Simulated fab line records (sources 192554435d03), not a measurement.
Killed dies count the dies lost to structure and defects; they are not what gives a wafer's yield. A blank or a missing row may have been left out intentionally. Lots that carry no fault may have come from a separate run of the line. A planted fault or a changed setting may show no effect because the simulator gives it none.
fab line records | flow n5-finfet
record lots=24 wafers=72 last-day=18
route steps=1938 shown MOL_CONTACT_COAG@527
lots untouched by any fault: they come from a run of this same line in which no faults occurred
start-h: hours from the record's opening day to when the first of the lot's shown wafers began | wait-h: hours from the lot's prior step to this one | " unchanged from the row above | L1.1+2: one row covering several wafers at once | - no value present, or no start provided | * or withheld: withheld | < > ~ a bound
route shown NAME@n: a module of which the file shows steps, and the number in the route of the first | usual: mean/standard deviation taken from wafers without a fault | same: alike in all rows | chamber/n: place in a boat | sites: each site's reading | _std_site: their standard deviation | _edge_site: inner sites' mean taken away from outer sites' mean | radius-mm: for every site, how far away it sits from the centre of the wafer | mask NAME#n: copy n | behind: the last tool/chamber to shape the wafer | hold: the reason the lot was held/the length of the hold in hours/how it ended | device: the transistor (n, p or np) that didn't switch | end of line: the route-end tests of the same wafers | a step given without rows: its recipe and nothing more | killed: not the wafer's yield, but the dies lost to structure and defects at the first sort | map: the dies of a wafer, with x for killed, . for not killed, _ for no die there
set.NAME: the setting that was run; set.NAME@STEP: the one run at that earlier step | model.NAME: the simulator's own value behind a step, which no gauge read
steps of the route over a sample of lots; a table a step, a row a wafer
services: a tool's chamber out of use, with start hour (start-h, from the record's first day; less than 0 if before it), hours out, and reason
## steps
# step N5_MOL_CONTACT_COAG_OVL_MEAS_09
# recipe points-per-wafer=522
# usual CA_OVL=-0.5/0.66
# columns lot.wafer tool chamber start-h wait-h CA_OVL[nm]
L074.3 overlay-02 0 87.04 0.0 -0.9
L074.4 " 0 " " -0.9
L074.5 " 0 " " -0.8
L075.2 overlay-02 0 95.47 0.0 -1.3
L075.5 " 0 " " -0.3
L075.6 " 0 " " -0.7
L076.4 overlay-01 0 102.19 0.0 0.1
L076.5 " 0 " " -1.0
L076.6 " 0 " " -0.7
L077.2 overlay-02 0 104.96 0.0 -1.7
L077.3 " 0 " " -0.9
L077.4 " 0 " " -0.7
L078.2 overlay-02 0 110.32 0.0 0.4
L078.4 " 0 " " 0.5
L078.6 " 0 " " -0.4
L079.4 overlay-01 0 116.60 0.0 0.0
L079.5 " 0 " " 0.0
L079.6 " 0 " " 0.0
L080.2 overlay-01 0 123.90 0.0 -0.5
L080.5 " 0 " " -0.7
L080.6 " 0 " " -0.2
L081.2 overlay-02 0 131.11 0.0 -0.7
L081.3 " 0 " " 0.0
L081.5 " 0 " " -0.1
L082.2 overlay-01 0 134.03 0.0 -0.5
L082.4 " 0 " " -1.1
L082.5 " 0 " " -2.6
L083.2 overlay-01 0 141.93 0.0 1.2
L083.3 " 0 " " 0.5
L083.6 " 0 " " 0.6
L084.1 overlay-01 0 150.76 0.0 -0.4
L084.5 " 0 " " 0.1
L084.6 " 0 " " -0.2
L085.3 overlay-01 0 159.66 0.0 -0.1
L085.4 " 0 " " -0.9
L085.5 " 0 " " -0.7
L086.2 overlay-02 0 164.27 0.0 -1.2
L086.3 " 0 " " -0.7
L086.5 " 0 " " -1.3
L087.3 overlay-01 0 172.98 0.0 -1.4
L087.5 " 0 " " 0.0
L087.6 " 0 " " -1.2
L088.1 overlay-01 0 173.37 0.0 -1.1
L088.2 " 0 " " -0.2
L088.3 " 0 " " -0.1
L089.1 overlay-01 0 174.72 0.0 -0.5
L089.3 " 0 " " -0.1
L089.6 " 0 " " -0.1
L091.1 overlay-02 0 193.95 0.0 -0.8
L091.3 " 0 " " -0.5
L091.4 " 0 " " -0.3
L090.2 overlay-02 0 195.20 0.0 0.3
L090.3 " 0 " " -1.0
L090.6 " 0 " " 0.0
L092.1 overlay-01 0 198.38 0.0 -0.4
L092.3 " 0 " " -0.7
L092.6 " 0 " " -0.3
L093.1 overlay-02 0 202.94 0.0 -1.5
L093.3 " 0 " " -0.9
L093.6 " 0 " " -0.8
L094.2 overlay-01 0 208.20 0.0 0.0
L094.3 " 0 " " -1.2
L094.6 " 0 " " 1.2
L095.1 overlay-01 0 215.43 0.0 -1.1
L095.2 " 0 " " -1.1
L095.5 " 0 " " -1.4
L096.1 overlay-02 0 221.72 0.0 -0.9
L096.3 " 0 " " 0.1
L096.4 " 0 " " -0.8
L097.1 overlay-02 0 231.22 0.0 -0.5
L097.2 " 0 " " 0.1
L097.5 " 0 " " 0.5
# step N5_MOL_CONTACT_COAG_INSPECT_10
# recipe mode=adi inspect-instrument=brightfield
# usual raw-defect-count=69/24
# columns lot.wafer tool chamber start-h wait-h raw-defect-count
L074.3 defect-inspect-02 - 87.09 0.0 79
L074.4 " - " " 96
L074.5 " - " " 83
L075.2 defect-inspect-02 - 95.52 0.0 71
L075.5 " - " " 68
L075.6 " - " " 63
L076.4 defect-inspect-01 - 102.23 0.0 78
L076.5 " - " " 40
L076.6 " - " " 53
L077.2 defect-inspect-01 - 105.01 0.0 37
L077.3 " - " " 69
L077.4 " - " " 40
L078.2 defect-inspect-01 - 110.37 0.0 86
L078.4 " - " " 109
L078.6 " - " " 54
L079.4 defect-inspect-01 - 116.64 0.0 82
L079.5 " - " " 62
L079.6 " - " " 120
L080.2 defect-inspect-02 - 123.96 0.0 41
L080.5 " - " " 45
L080.6 " - " " 48
L081.2 defect-inspect-02 - 131.16 0.0 132
L081.3 " - " " 97
L081.5 " - " " 85
L082.2 defect-inspect-01 - 134.08 0.0 65
L082.4 " - " " 113
L082.5 " - " " 157
L083.2 defect-inspect-02 - 141.99 0.0 53
L083.3 " - " " 64
L083.6 " - " " 50
L084.1 defect-inspect-01 - 150.81 0.1 62
L084.5 " - " " 72
L084.6 " - " " 89
L085.3 defect-inspect-02 - 159.71 0.0 61
L085.4 " - " " 52
L085.5 " - " " 84
L086.2 defect-inspect-01 - 164.32 0.0 65
L086.3 " - " " 107
L086.5 " - " " 96
L087.3 defect-inspect-02 - 173.02 0.0 57
L087.5 " - " " 29
L087.6 " - " " 74
L088.1 defect-inspect-02 - 173.43 0.1 55
L088.2 " - " " 139
L088.3 " - " " 75
L089.1 defect-inspect-02 - 174.78 0.1 45
L089.3 " - " " 57
L089.6 " - " " 43
L091.1 defect-inspect-01 - 194.01 0.1 51
L091.3 " - " " 67
L091.4 " - " " 56
L090.2 defect-inspect-01 - 195.25 0.0 91
L090.3 " - " " 44
L090.6 " - " " 70
L092.1 defect-inspect-01 - 198.44 0.1 57
L092.3 " - " " 71
L092.6 " - " " 61
L093.1 defect-inspect-01 - 203.00 0.1 100
L093.3 " - " " 72
L093.6 " - " " 46
L094.2 defect-inspect-02 - 208.26 0.0 93
L094.3 " - " " 116
L094.6 " - " " 78
L095.1 defect-inspect-01 - 215.49 0.1 52
L095.2 " - " " 76
L095.5 " - " " 64
L096.1 defect-inspect-01 - 221.78 0.1 69
L096.3 " - " " 64
L096.4 " - " " 36
L097.1 defect-inspect-01 - 231.28 0.1 65
L097.2 " - " " 67
L097.5 " - " " 81
# step N5_MOL_CONTACT_COAG_DESCUM_13
# recipe chemistry=O2 time-s=7 source-power-w=50 bias-power-w=20 pressure-mtorr=20 rf-frequency-hz=2.712e+07 temp-c=40 resist=CAR-EUV o2-flow-sccm=225
# usual drypump-motor-current-A=5.8/0.5 oes-product-au=0.79/0.095 rf-vpp-V=243.5/1.4 showerhead-plenum-p-Torr=2.11/0.076 throttle-valve-pct=20.45/0.21
# columns lot.wafer tool chamber start-h wait-h drypump-motor-current-A oes-product-au rf-hours-counter-h rf-vpp-V showerhead-plenum-p-Torr throttle-valve-pct
L074.3 rie-diel-02 3 87.18 0.1 6.6 0.78 123 245.5 2.10 20.43
L074.4 " 0 " " 6.0 0.83 75 243.8 2.01 20.22
L074.5 " 3 " " 6.6 0.77 - 243.2 2.10 20.40
L075.2 rie-diel-02 2 95.64 0.1 6.4 0.92 21 243.6 2.22 20.12
L075.5 " 3 " " 6.6 0.77 - 243.9 2.10 20.41
L075.6 " 0 " " 6.0 0.81 - 241.8 2.01 20.21
L076.4 rie-diel-05 2 102.31 0.1 5.7 0.68 224 242.0 2.08 20.54
L076.5 " 0 " " 5.6 0.71 - 244.4 2.06 20.38
L076.6 " 3 " " 5.5 0.91 - 245.7 2.24 20.46
L077.2 rie-diel-05 0 105.09 0.1 5.6 0.71 220 243.0 2.06 20.39
L077.3 " 3 " " 5.5 0.92 19 246.0 2.24 20.45
L077.4 " 2 " " 5.8 0.69 225 240.5 2.08 20.55
L078.2 rie-diel-01 2 110.41 0.0 4.8 0.76 174 243.9 2.19 20.56
L078.4 " 2 " " 4.8 0.76 - 245.5 2.19 20.57
L078.6 " 0 " " 5.6 0.70 - 241.1 1.96 20.57
L079.4 rie-diel-01 1 116.69 0.0 6.5 0.71 - 241.6 2.09 20.94
L079.5 " 2 " " 4.8 0.76 - 245.3 2.18 20.59
L079.6 " 0 " " 5.6 0.70 - 240.9 1.96 20.57
L080.2 rie-diel-01 2 124.08 0.1 4.8 0.75 178 243.6 2.18 20.58
L080.5 " 3 " " 5.9 0.98 - 244.6 2.14 20.31
L080.6 " 0 " " 5.6 0.70 - 242.0 1.96 20.60
L081.2 rie-diel-01 1 131.19 0.0 6.5 0.71 213 242.6 2.09 20.93
L081.3 " 3 " " 5.9 0.96 5 244.8 2.13 20.31
L081.5 " 3 " " 5.9 0.95 - 243.1 2.14 20.33
L082.2 rie-diel-01 3 134.11 0.0 5.9 0.96 6 244.0 2.13 20.32
L082.4 " 2 " " 4.8 0.74 - 242.8 2.18 20.57
L082.5 " 3 " " 5.9 0.95 - 244.3 2.13 20.33
L083.2 rie-diel-02 1 142.02 0.0 5.4 0.72 180 243.1 2.07 20.39
L083.3 " 2 " " 6.3 0.90 35 244.9 2.21 20.16
L083.6 " 1 " " 5.4 0.73 - 243.7 2.07 20.39
L084.1 rie-diel-05 1 151.78 1.0 6.2 0.74 185 243.3 2.08 20.23
L084.5 " 2 " " 5.7 0.68 - 242.4 2.07 20.58
L084.6 " 1 " " 6.2 0.73 - 243.3 2.08 20.22
L085.3 rie-diel-02 0 159.79 0.1 6.0 0.79 102 241.9 2.00 20.26
L085.4 " 2 " " 6.4 0.88 42 245.8 2.21 20.17
L085.5 " 1 " " 5.5 0.72 - 241.9 2.07 20.40
L086.2 rie-diel-05 0 164.35 0.0 5.6 0.69 241 243.7 2.05 20.41
L086.3 " 3 " " 5.5 0.87 40 244.4 2.24 20.48
L086.5 " 1 " " 6.2 0.74 - 242.4 2.07 20.23
L087.3 rie-diel-05 1 174.60 1.6 6.2 0.74 193 244.1 2.07 20.25
L087.5 " 0 " " 5.6 0.69 - 242.8 2.05 20.42
L087.6 " 3 " " 5.5 0.87 - 244.0 2.23 20.49
L088.1 rie-diel-05 1 175.16 1.7 6.2 0.74 193 243.2 2.07 20.24
L088.2 " 0 " " 5.6 0.69 244 243.3 2.05 20.42
L088.3 " 3 " " 5.5 0.86 44 245.4 2.23 20.51
L089.1 rie-diel-05 0 176.27 1.5 5.6 0.69 245 242.5 2.05 20.43
L089.3 " 3 " " 5.5 0.87 44 245.1 2.24 20.49
L089.6 " 0 " " 5.6 0.69 - 243.7 2.05 20.43
L091.1 rie-diel-01 0 194.62 0.6 5.6 0.95 12 246.7 2.21 20.24
L091.3 " 3 " " 5.9 0.91 25 244.7 2.13 20.36
L091.4 " 2 " " 4.8 0.75 198 244.2 2.18 20.61
L090.2 rie-diel-05 3 195.28 0.0 5.5 0.86 53 244.3 2.23 20.51
L090.3 " 1 " " 6.2 0.73 202 242.8 2.07 20.26
L090.6 " 1 " " 6.2 0.72 - 241.1 2.07 20.24
L092.1 rie-diel-05 2 198.48 0.0 5.7 1.03 3 242.1 2.07 20.33
L092.3 " 1 " " 6.2 0.73 204 243.5 2.07 20.25
L092.6 " 2 " " 5.7 1.02 - 242.8 2.07 20.35
L093.1 rie-diel-02 2 203.04 0.0 6.3 0.86 58 245.4 2.20 20.18
L093.3 " 0 " " 6.0 0.77 117 240.9 2.00 20.28
L093.6 " 0 " " 6.0 0.78 - 240.7 2.00 20.28
L094.2 rie-diel-01 0 208.71 0.5 5.6 0.94 17 244.6 2.21 20.28
L094.3 " 3 " " 5.9 0.89 30 244.6 2.13 20.37
L094.6 " 2 " " 4.8 0.74 - 245.9 2.18 20.61
L095.1 rie-diel-01 3 215.53 0.0 5.9 0.89 32 241.7 2.13 20.35
L095.2 " 0 " " 5.6 0.93 18 245.5 2.21 20.26
L095.5 " 2 " " 4.8 0.73 - 245.4 2.18 20.62
L096.1 rie-diel-01 1 221.83 0.1 6.4 0.68 242 241.8 2.08 20.98
L096.3 " 0 " " 5.6 0.93 21 246.6 2.21 20.26
L096.4 " 2 " " 4.8 0.74 206 243.4 2.17 20.62
L097.1 rie-diel-02 1 231.42 0.1 5.4 0.69 212 243.2 2.06 20.43
L097.2 " 2 " " 6.3 0.84 68 244.5 2.20 20.20
L097.5 " 2 " " 6.4 0.85 - 243.9 2.20 20.20
# step N5_MOL_CONTACT_COAG_PRE_CLEAN_141
# recipe gas=H2/He time-s=60 temp-c=300
# usual heater-power-w=500/67
# columns lot.wafer tool chamber start-h wait-h heater-power-w
L074.3 pvd-sputter-02 - 90.13 0.3 589
L074.4 " - " " 474
L074.5 " - " " 484
L075.2 pvd-sputter-01 - 97.28 0.2 383
L075.5 " - " " 396
L075.6 " - " " 543
L076.4 pvd-sputter-01 - 106.28 0.6 386
L076.5 " - " " 536
L076.6 " - " " 398
L077.2 pvd-sputter-02 - 107.02 0.5 485
L077.3 " - " " 465
L077.4 " - " " 612
L078.2 pvd-sputter-03 - 114.17 0.5 436
L078.4 " - " " 484
L078.6 " - " " 503
L079.4 pvd-sputter-02 - 120.11 0.5 478
L079.5 " - " " 480
L079.6 " - " " 589
L080.2 pvd-sputter-02 - 128.55 1.4 602
L080.5 " - " " 580
L080.6 " - " " 462
L081.2 pvd-sputter-02 - 135.01 2.1 596
L081.3 " - " " 489
L081.5 " - " " 488
L082.2 pvd-sputter-02 - 136.19 0.5 497
L082.4 " - " " 581
L082.5 " - " " 494
L083.2 pvd-sputter-03 - 144.96 1.5 503
L083.3 " - " " 407
L083.6 " - " " 492
L084.1 pvd-sputter-02 - 154.39 1.0 489
L084.5 " - " " 589
L084.6 " - " " 494
L085.3 pvd-sputter-03 - 162.52 1.2 404
L085.4 " - " " 489
L085.5 " - " " 427
L086.2 pvd-sputter-02 - 168.85 0.9 485
L086.3 " - " " 498
L086.5 " - " " 484
L087.3 pvd-sputter-02 - 177.61 0.9 474
L087.5 " - " " 592
L087.6 " - " " 469
L088.1 pvd-sputter-02 - 177.81 1.1 610
L088.2 " - " " 466
L088.3 " - " " 600
L089.1 pvd-sputter-03 - 178.26 0.6 424
L089.3 " - " " 492
L089.6 " - " " 429
L091.1 pvd-sputter-03 - 196.49 0.4 504
L091.3 " - " " 398
L091.4 " - " " 439
L090.2 pvd-sputter-02 - 200.44 3.7 588
L090.3 " - " " 477
L090.6 " - " " 483
L092.1 pvd-sputter-02 - 201.16 0.3 461
L092.3 " - " " 586
L092.6 " - " " 472
L093.1 pvd-sputter-02 - 204.75 0.3 481
L093.3 " - " " 599
L093.6 " - " " 475
L094.2 pvd-sputter-03 - 210.75 0.6 495
L094.3 " - " " 441
L094.6 " - " " 437
L095.1 pvd-sputter-03 - 218.51 0.5 498
L095.2 " - " " 407
L095.5 " - " " 440
L096.1 pvd-sputter-03 - 224.20 0.6 497
L096.3 " - " " 485
L096.4 " - " " 405
L097.1 pvd-sputter-03 - 233.42 0.3 439
L097.2 " - " " 486
L097.5 " - " " 406
# step N5_MOL_CONTACT_COAG_SPUTTER_143
# recipe material=Co target-thk-a=25 temp-c=25 chamber-pressure-pa=0.2
# usual substrate-temp-c=25.01/0.089 throttle-valve-pct=29.9/1.1
# columns lot.wafer tool chamber start-h wait-h substrate-temp-c throttle-valve-pct
L074.3 pvd-sputter-02 - 90.19 0.0 25.03 29.7
L074.4 " - " " 24.97 31.0
L074.5 " - " " 24.93 30.9
L075.2 pvd-sputter-01 - 97.34 0.0 25.08 29.5
L075.5 " - " " 25.05 30.6
L075.6 " - " " 24.87 30.7
L076.4 pvd-sputter-01 - 106.34 0.0 24.99 29.5
L076.5 " - " " 25.16 30.9
L076.6 " - " " 25.06 30.4
L077.2 pvd-sputter-02 - 107.08 0.0 25.21 30.6
L077.3 " - " " 24.91 30.8
L077.4 " - " " 25.05 29.7
L078.2 pvd-sputter-03 - 114.23 0.0 25.09 27.4
L078.4 " - " " 24.97 30.2
L078.6 " - " " 25.05 30.2
L079.4 pvd-sputter-02 - 120.17 0.0 24.80 30.8
L079.5 " - " " 24.93 30.8
L079.6 " - " " 24.99 31.1
L080.2 pvd-sputter-02 - 128.61 0.0 25.00 29.9
L080.5 " - " " 24.89 30.6
L080.6 " - " " 24.97 30.7
L081.2 pvd-sputter-02 - 135.07 0.0 25.09 30.9
L081.3 " - " " 24.82 30.5
L081.5 " - " " 24.97 30.6
L082.2 pvd-sputter-02 - 136.25 0.0 24.83 30.7
L082.4 " - " " 25.04 31.0
L082.5 " - " " 24.91 30.6
L083.2 pvd-sputter-03 - 145.02 0.0 24.91 30.1
L083.3 " - " " 25.07 30.3
L083.6 " - " " 25.00 28.9
L084.1 pvd-sputter-02 - 154.45 0.0 24.94 31.0
L084.5 " - " " 24.93 31.1
L084.6 " - " " 24.89 30.5
L085.3 pvd-sputter-03 - 162.58 0.0 25.05 30.2
L085.4 " - " " 24.89 30.2
L085.5 " - " " 25.07 27.4
L086.2 pvd-sputter-02 - 168.91 0.0 25.23 31.0
L086.3 " - " " 25.02 30.3
L086.5 " - " " 25.10 30.8
L087.3 pvd-sputter-02 - 177.67 0.0 25.23 31.0
L087.5 " - " " 25.02 29.7
L087.6 " - " " 24.98 31.1
L088.1 pvd-sputter-02 - 177.87 0.0 25.00 29.8
L088.2 " - " " 24.88 31.0
L088.3 " - " " 24.93 31.0
L089.1 pvd-sputter-03 - 178.32 0.0 25.05 27.2
L089.3 " - " " 25.03 30.1
L089.6 " - " " 25.24 27.4
L091.1 pvd-sputter-03 - 196.56 0.0 25.14 30.2
L091.3 " - " " 25.20 30.0
L091.4 " - " " 25.11 27.4
L090.2 pvd-sputter-02 - 200.50 0.0 25.02 29.6
L090.3 " - " " 25.15 30.9
L090.6 " - " " 25.12 31.0
L092.1 pvd-sputter-02 - 201.22 0.0 24.88 30.7
L092.3 " - " " 25.03 31.3
L092.6 " - " " 25.01 31.1
L093.1 pvd-sputter-02 - 204.81 0.0 24.95 30.9
L093.3 " - " " 24.92 29.7
L093.6 " - " " 24.90 30.9
L094.2 pvd-sputter-03 - 210.82 0.0 24.97 30.3
L094.3 " - " " 24.95 27.3
L094.6 " - " " 24.94 27.2
L095.1 pvd-sputter-03 - 218.57 0.0 25.07 28.9
L095.2 " - " " 24.93 30.2
L095.5 " - " " 25.05 27.3
L096.1 pvd-sputter-03 - 224.26 0.0 25.18 29.8
L096.3 " - " " 25.06 28.7
L096.4 " - " " 24.97 30.4
L097.1 pvd-sputter-03 - 233.48 0.0 25.02 27.5
L097.2 " - " " 24.99 28.5
L097.5 " - " " 24.94 30.4
# step N5_MOL_CONTACT_COAG_CO_FILL_22
# recipe material=Co target-thk-a=200 temp-c=200 precursor=CCTBA/H2 pressure-torr=30
# usual heater-power-w=244/22
# columns lot.wafer tool chamber start-h wait-h heater-power-w
L074.3 cvd-co-01 2 90.31 0.1 251
L074.4 " 2 " " 248
L074.5 " 1 " " 214
L075.2 cvd-co-01 2 97.46 0.1 247
L075.5 " 1 " " 209
L075.6 " 0 " " 251
L076.4 cvd-co-02 2 106.75 0.4 230
L076.5 " 0 " " 250
L076.6 " 1 " " 294
L077.2 cvd-co-01 2 107.21 0.1 247
L077.3 " 0 " " 252
L077.4 " 2 " " 256
L078.2 cvd-co-01 2 114.35 0.1 254
L078.4 " 2 " " 246
L078.6 " 0 " " 253
L079.4 cvd-co-02 2 120.58 0.4 237
L079.5 " 0 " " 256
L079.6 " 2 " " 234
L080.2 cvd-co-01 2 128.73 0.1 248
L080.5 " 1 " " 207
L080.6 " 0 " " 252
L081.2 cvd-co-02 2 135.19 0.1 229
L081.3 " 0 " " 257
L081.5 " 2 " " 237
L082.2 cvd-co-01 2 136.37 0.1 251
L082.4 " 0 " " 255
L082.5 " 1 " " 215
L083.2 cvd-co-01 0 145.14 0.1 253
L083.3 " 2 " " 252
L083.6 " 0 " " 250
L084.1 cvd-co-01 1 154.57 0.1 212
L084.5 " 1 " " 208
L084.6 " 2 " " 247
L085.3 cvd-co-02 1 162.71 0.1 282
L085.4 " 1 " " 286
L085.5 " 0 " " 258
L086.2 cvd-co-01 2 169.03 0.1 254
L086.3 " 0 " " 259
L086.5 " 0 " " 257
L087.3 cvd-co-02 0 177.79 0.1 255
L087.5 " 0 " " 256
L087.6 " 1 " " 280
L088.1 cvd-co-01 1 177.99 0.1 213
L088.2 " 2 " " 255
L088.3 " 0 " " 254
L089.1 cvd-co-02 0 178.47 0.1 252
L089.3 " 1 " " 288
L089.6 " 0 " " 260
L091.1 cvd-co-01 1 196.69 0.1 214
L091.3 " 0 " " 255
L091.4 " 0 " " 252
L090.2 cvd-co-02 0 200.62 0.1 255
L090.3 " 2 " " 233
L090.6 " 2 " " 231
L092.1 cvd-co-01 2 201.34 0.1 248
L092.3 " 1 " " 211
L092.6 " 1 " " 208
L093.1 cvd-co-02 2 204.93 0.1 226
L093.3 " 1 " " 294
L093.6 " 1 " " 281
L094.2 cvd-co-01 0 210.96 0.1 254
L094.3 " 1 " " 210
L094.6 " 2 " " 251
L095.1 cvd-co-02 0 218.70 0.1 251
L095.2 " 2 " " 235
L095.5 " 1 " " 275
L096.1 cvd-co-01 2 224.38 0.1 253
L096.3 " 0 " " 256
L096.4 " 2 " " 254
L097.1 cvd-co-01 2 233.60 0.1 247
L097.2 " 1 " " 207
L097.5 " 0 " " 262
## services
# columns tool chamber start-h hours kind
rie-diel-01 3 95.39 - clean
rie-diel-01 3 95.39 - consumable-replace:focus-ring
rie-diel-01 3 95.39 21.6 scheduled-down
rie-diel-01 3 95.39 21.6 vent-cycle
pvd-sputter-02 - 98.41 3.3 repair
cvd-co-02 1 114.67 - clean
cvd-co-02 1 114.67 22.0 scheduled-down
cvd-co-02 1 114.67 22.0 vent-cycle
pvd-sputter-03 - 118.41 4.7 repair
pvd-sputter-01 - 119.28 0.6 repair
rie-diel-01 0 127.32 - clean
rie-diel-01 0 127.32 - consumable-replace:focus-ring
rie-diel-01 0 127.32 - consumable-replace:showerhead
rie-diel-01 0 127.32 22.1 scheduled-down
rie-diel-01 0 127.32 22.1 vent-cycle
rie-diel-05 2 174.17 - clean
rie-diel-05 2 174.17 - consumable-replace:focus-ring
rie-diel-05 2 174.17 18.4 scheduled-down
rie-diel-05 2 174.17 18.4 vent-cycle
rie-diel-05 0 193.08 - clean
rie-diel-05 0 193.08 - consumable-replace:focus-ring
rie-diel-05 0 193.08 30.1 scheduled-down
rie-diel-02 - 195.44 3.7 repair
cvd-co-02 - 225.47 2.8 pm
## key
fault none
